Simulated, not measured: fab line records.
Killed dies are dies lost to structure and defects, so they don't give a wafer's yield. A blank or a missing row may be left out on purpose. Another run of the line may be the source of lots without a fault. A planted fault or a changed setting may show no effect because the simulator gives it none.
fab line records -- flow n5-finfet -- part 2 of 2: steps 22 to 28 of 28
[record] lots = 5, wafers = 15, last-day = 16
route steps=1938 shown HKMG_FIN@464 GATE_CUT@465
lots untouched by any fault: they come from a run of this same line in which no faults occurred
start-h: the number of hours between the record's first day and the start of the first shown wafer of the lot -- wait-h: hours since the lot's step before -- " identical to the entry in the row above -- L1.1+2: one row covering several wafers at once -- - value missing, or start not given -- * or withheld: withheld -- < > ~ a bound
route shown NAME@n: a module of which the file shows steps, and the number in the route of the first -- usual: mean/standard deviation taken from wafers without a fault -- same: alike in all rows -- chamber/n: place in a boat -- sites: the reading at each site -- _std_site: standard deviation of those values -- _edge_site: outer sites' mean less inner sites' -- radius-mm: for every site, how far away it sits from the centre of the wafer -- mask NAME#n: copy n -- behind: the last tool/chamber to shape the wafer -- hold: reason for holding the lot/hours on hold/outcome of the hold -- device: whichever transistor did not switch (one of n, p or np) -- end of line: tests of these same wafers at the route's end -- step lacking rows: just its recipe -- killed: count of dies lost to structure and defects at first sort (not the wafer's yield) -- map: shows each die of a wafer: x if killed, . if not, _ if none is there
set.NAME: the run value of the setting; set.NAME@STEP: its run value at that earlier step -- model.NAME: the simulator's own value behind a step, which no gauge read
lots at selected steps of the route; one table per step, one row per wafer
services: when a tool's chamber went out of use (start-h, in hours from the record's first day, below 0 if earlier), for how many hours, and the reason
[[steps]]
[step N5_GATE_CUT_DEVELOP_12]
[recipe] develop-time-s = 30, developer = TMAH, resist = CAR-EUV, rinse-liquid = surfactant-rinse, dry = air-spin, dev-temp-c = 23
[usual] chill-plate-temp-C = 22.98/0.1
lot.wafer,tool,chamber,start-h,wait-h,chill-plate-temp-C
L076.1,litho-track-04,0,-,-,23.10
L076.2,litho-track-04,0,-,-,23.05
L076.6,litho-track-04,0,-,-,23.02
L079.1,litho-track-05,0,-,-,23.08
L079.2,litho-track-05,0,-,-,22.98
L079.5,litho-track-05,0,-,-,23.04
L085.1,litho-track-04,0,-,-,22.94
L085.2,litho-track-04,0,-,-,23.03
L085.5,litho-track-04,0,-,-,23.05
L087.1,litho-track-01,0,-,-,23.03
L087.3,litho-track-01,0,-,-,23.13
L087.4,litho-track-01,0,-,-,22.96
L091.2,litho-track-05,0,-,-,23.03
L091.4,litho-track-05,0,-,-,22.88
L091.5,litho-track-05,0,-,-,23.07
[step N5_GATE_CUT_CD_MEAS_13]
[recipe] target-cd-nm = 20, landing-energy-ev = 500, detector = se-inlens
[usual] cd-nm = 20.09/0.24
lot.wafer,tool,chamber,start-h,wait-h,cd-nm
L076.1,cd-sem-01,0,96.05,-,19.90
L076.2,cd-sem-01,0,96.05,-,19.74
L076.6,cd-sem-01,0,96.05,-,20.22
L079.1,cd-sem-03,0,114.61,-,19.96
L079.2,cd-sem-03,0,114.61,-,20.03
L079.5,cd-sem-03,0,114.61,-,19.64
L085.1,cd-sem-01,0,151.46,-,19.92
L085.2,cd-sem-01,0,151.46,-,20.35
L085.5,cd-sem-01,0,151.46,-,20.21
L087.1,cd-sem-01,0,163.83,-,20.06
L087.3,cd-sem-01,0,163.83,-,19.82
L087.4,cd-sem-01,0,163.83,-,20.25
L091.2,cd-sem-03,0,185.87,-,20.58
L091.4,cd-sem-03,0,185.87,-,20.36
L091.5,cd-sem-03,0,185.87,-,20.24
[step N5_GATE_CUT_OVL_MEAS_14]
[recipe] points-per-wafer = 522
[usual] GATE_CUT_OVL = 0.2/0.53
lot.wafer,tool,chamber,start-h,wait-h,GATE_CUT_OVL[nm]
L076.1,overlay-01,0,96.08,0.0,0.2
L076.2,overlay-01,0,96.08,0.0,0.5
L076.6,overlay-01,0,96.08,0.0,0.0
L079.1,overlay-02,0,114.64,0.0,0.0
L079.2,overlay-02,0,114.64,0.0,-0.6
L079.5,overlay-02,0,114.64,0.0,-0.1
L085.1,overlay-02,0,151.49,0.0,0.0
L085.2,overlay-02,0,151.49,0.0,-0.4
L085.5,overlay-02,0,151.49,0.0,1.0
L087.1,overlay-01,0,163.86,0.0,0.3
L087.3,overlay-01,0,163.86,0.0,1.2
L087.4,overlay-01,0,163.86,0.0,1.3
L091.2,overlay-02,0,185.91,0.0,0.6
L091.4,overlay-02,0,185.91,0.0,-0.1
L091.5,overlay-02,0,185.91,0.0,1.2
[step N5_GATE_CUT_INSPECT_15]
[recipe] mode = adi, inspect-instrument = brightfield
[usual] raw-defect-count = 135/44
lot.wafer,tool,chamber,start-h,wait-h,raw-defect-count
L076.1,defect-inspect-01,-,96.14,0.1,99
L076.2,defect-inspect-01,-,96.14,0.1,147
L076.6,defect-inspect-01,-,96.14,0.1,94
L079.1,defect-inspect-01,-,114.70,0.1,183
L079.2,defect-inspect-01,-,114.70,0.1,123
L079.5,defect-inspect-01,-,114.70,0.1,136
L085.1,defect-inspect-02,-,151.54,0.1,102
L085.2,defect-inspect-02,-,151.54,0.1,100
L085.5,defect-inspect-02,-,151.54,0.1,91
L087.1,defect-inspect-01,-,163.92,0.1,197
L087.3,defect-inspect-01,-,163.92,0.1,141
L087.4,defect-inspect-01,-,163.92,0.1,215
L091.2,defect-inspect-01,-,185.96,0.0,252
L091.4,defect-inspect-01,-,185.96,0.0,152
L091.5,defect-inspect-01,-,185.96,0.0,171
[step N5_GATE_CUT_DESCUM_18]
[recipe] chemistry = O2, time-s = 7, source-power-w = 50, bias-power-w = 20, pressure-mtorr = 20, rf-frequency-hz = 2.712e+07, temp-c = 40, resist = CAR-EUV, o2-flow-sccm = 225
[usual] drypump-motor-current-A = 5.7/0.4, oes-product-au = 0.76/0.086, rf-vpp-V = 243.0/1.3, showerhead-plenum-p-Torr = 2.09/0.069, throttle-valve-pct = 20.44/0.25
lot.wafer,tool,chamber,start-h,wait-h,drypump-motor-current-A,oes-product-au,rf-hours-counter-h,rf-vpp-V,showerhead-plenum-p-Torr,throttle-valve-pct
L076.1,rie-diel-01,0,96.17,0.0,5.4,0.83,61,243.7,2.14,20.75
L076.2,rie-diel-01,1,96.17,0.0,6.4,0.94,11,241.8,2.05,20.23
L076.6,rie-diel-01,1,96.17,0.0,6.4,0.93,-,244.0,2.05,20.23
L079.1,rie-diel-06,3,114.73,0.0,5.5,0.94,14,243.9,2.14,20.12
L079.2,rie-diel-06,1,114.73,0.0,5.5,0.68,218,241.0,2.08,20.37
L079.5,rie-diel-06,0,114.73,0.0,5.9,0.70,-,243.0,2.08,20.57
L085.1,rie-diel-01,1,151.68,0.1,6.4,0.91,27,242.8,2.05,20.26
L085.2,rie-diel-01,2,151.68,0.1,5.6,0.72,175,243.7,2.06,20.01
L085.5,rie-diel-01,3,151.68,0.1,5.9,0.82,-,244.6,2.21,20.44
L087.1,rie-diel-06,1,163.96,0.0,5.5,0.67,233,242.7,2.08,20.40
L087.3,rie-diel-06,0,163.96,0.0,5.9,0.69,246,241.9,2.08,20.60
L087.4,rie-diel-06,0,163.96,0.0,5.9,0.70,-,242.5,2.08,20.60
L091.2,rie-diel-02,1,186.26,0.3,5.2,0.77,163,242.1,2.01,20.15
L091.4,rie-diel-02,0,186.26,0.3,5.9,0.68,235,241.0,1.97,20.83
L091.5,rie-diel-02,2,186.26,0.3,5.7,0.72,-,244.0,2.17,20.56
[step N5_GATE_CUT_ETCH_28]
[recipe] chemistry = N2/H2, target = underlayer, target-depth-a = 130, mask-material = CAR-EUV, time-s = 10.4, ion-energy-ev = 200, pressure-mtorr = 30, source-w = 840, bias-w = 150, n2-flow-sccm = 200, h2-flow-sccm = 200, ends = cleared
[usual] drypump-motor-current-A = 5.7/0.4, etch-rf-on-time-s = 10.37/0.25, oes-product-au = 0.65/0.074, rf-vpp-V = 523.7/2.4, showerhead-plenum-p-Torr = 2.53/0.081, throttle-valve-pct = 17.85/0.23
lot.wafer,tool,chamber,start-h,wait-h,drypump-motor-current-A,etch-rf-on-time-s,oes-product-au,rf-hours-counter-h,rf-vpp-V,showerhead-plenum-p-Torr,throttle-valve-pct
L076.1,rie-diel-01,0,96.21,0.0,5.4,10.19,0.71,61,524.5,2.56,17.87
L076.2,rie-diel-01,1,96.21,0.0,6.5,10.51,0.79,11,522.2,2.49,17.57
L076.6,rie-diel-01,1,96.21,0.0,6.4,10.49,0.80,-,523.3,2.49,17.57
L079.1,rie-diel-06,3,114.76,0.0,5.5,9.97,0.81,14,527.2,2.58,17.49
L079.2,rie-diel-06,1,114.76,0.0,5.5,10.35,0.59,218,522.6,2.53,17.90
L079.5,rie-diel-06,0,114.76,0.0,5.9,10.35,0.60,-,523.1,2.49,17.98
L085.1,rie-diel-01,1,151.71,0.0,6.5,10.53,0.76,27,522.7,2.48,17.61
L085.2,rie-diel-01,2,151.71,0.0,5.6,10.41,0.62,175,522.9,2.55,17.85
L085.5,rie-diel-01,3,151.71,0.0,5.9,10.47,0.71,-,527.9,2.65,17.60
L087.1,rie-diel-06,1,163.99,0.0,5.5,10.36,0.58,233,522.6,2.52,17.92
L087.3,rie-diel-06,0,163.99,0.0,5.9,10.48,0.59,246,524.4,2.49,17.99
L087.4,rie-diel-06,0,163.99,0.0,5.9,10.45,0.59,-,523.0,2.49,17.99
L091.2,rie-diel-02,1,186.30,0.0,5.2,10.32,0.65,163,521.2,2.44,17.63
L091.4,rie-diel-02,0,186.30,0.0,5.9,9.98,0.61,235,519.9,2.39,18.25
L091.5,rie-diel-02,2,186.30,0.0,5.8,10.41,0.61,-,526.2,2.64,18.05
[step N5_GATE_CUT_ETCH_36]
[recipe] chemistry = CF4, target = SiARC, target-depth-a = 130, mask-material = CAR-EUV, time-s = 21.7, ion-energy-ev = 80, pressure-mtorr = 40, source-w = 545, bias-w = 36, Ar_flow_sccm = 100, cf4-flow-sccm = 100, ends = cleared
[usual] drypump-motor-current-A = 5.7/0.4, etch-rf-on-time-s = 21.6/0.44, oes-product-au = 0.65/0.073, rf-vpp-V = 184.0/1.1, showerhead-plenum-p-Torr = 2.14/0.066, throttle-valve-pct = 15.62/0.26
lot.wafer,tool,chamber,start-h,wait-h,drypump-motor-current-A,etch-rf-on-time-s,oes-product-au,rf-hours-counter-h,rf-vpp-V,showerhead-plenum-p-Torr,throttle-valve-pct
L076.1,rie-diel-01,0,96.23,0.0,5.4,21.5,0.71,61,184.3,2.17,15.81
L076.2,rie-diel-01,1,96.23,0.0,6.4,22.2,0.79,11,182.6,2.11,15.37
L076.6,rie-diel-01,1,96.23,0.0,6.4,22.3,0.79,-,183.2,2.11,15.38
L079.1,rie-diel-06,3,114.78,0.0,5.5,20.8,0.81,14,185.0,2.18,15.27
L079.2,rie-diel-06,1,114.78,0.0,5.5,21.5,0.58,218,185.2,2.11,15.56
L079.5,rie-diel-06,0,114.78,0.0,5.9,21.5,0.60,-,182.8,2.11,15.71
L085.1,rie-diel-01,1,151.73,0.0,6.4,22.2,0.76,27,184.2,2.11,15.40
L085.2,rie-diel-01,2,151.73,0.0,5.6,21.7,0.62,175,183.0,2.14,15.41
L085.5,rie-diel-01,3,151.73,0.0,5.9,21.8,0.71,-,184.4,2.25,15.51
L087.1,rie-diel-06,1,164.01,0.0,5.5,21.6,0.58,233,183.8,2.11,15.60
L087.3,rie-diel-06,0,164.01,0.0,6.0,21.8,0.59,246,184.0,2.11,15.72
L087.4,rie-diel-06,0,164.01,0.0,5.9,21.8,0.59,-,183.7,2.11,15.73
L091.2,rie-diel-02,1,186.32,0.0,5.2,21.4,0.65,163,182.5,2.05,15.31
L091.4,rie-diel-02,0,186.32,0.0,5.9,21.4,0.59,235,180.6,2.03,16.14
L091.5,rie-diel-02,2,186.32,0.0,5.8,21.9,0.62,-,186.2,2.20,15.75
[[services]]
tool,chamber,start-h,hours,kind
cmp-03,-,68.93,4.3,pm
pecvd-03,-,77.70,2.5,repair
euv-scanner-02,-,78.21,1.0,pm
wet-bench-02,-,84.73,1.9,pm
ald-sin-02,-,87.15,14.0,pm
euv-scanner-01,-,89.61,1.0,pm
euv-scanner-02,-,90.70,0.7,repair
cmp-01,-,94.41,1.3,repair
cmp-01,-,97.39,0.5,repair
ald-sin-02,-,101.15,6.1,pm
euv-scanner-01,-,105.96,0.6,repair
rie-diel-01,1,107.72,3.6,repair
cmp-01,-,109.59,15.8,repair
euv-scanner-01,-,123.63,2.7,repair
pecvd-04,2,131.19,15.6,repair
ald-sin-01,0,144.35,15.5,repair
pecvd-03,-,146.95,2.8,pm
pecvd-04,2,154.24,4.7,repair
euv-scanner-01,-,157.61,1.0,pm
euv-scanner-01,-,158.92,4.6,pm
pecvd-01,1,160.64,3.2,repair
rie-diel-06,2,162.47,4.1,repair
rie-diel-01,-,165.45,15.6,pm
pecvd-01,2,166.23,2.9,repair
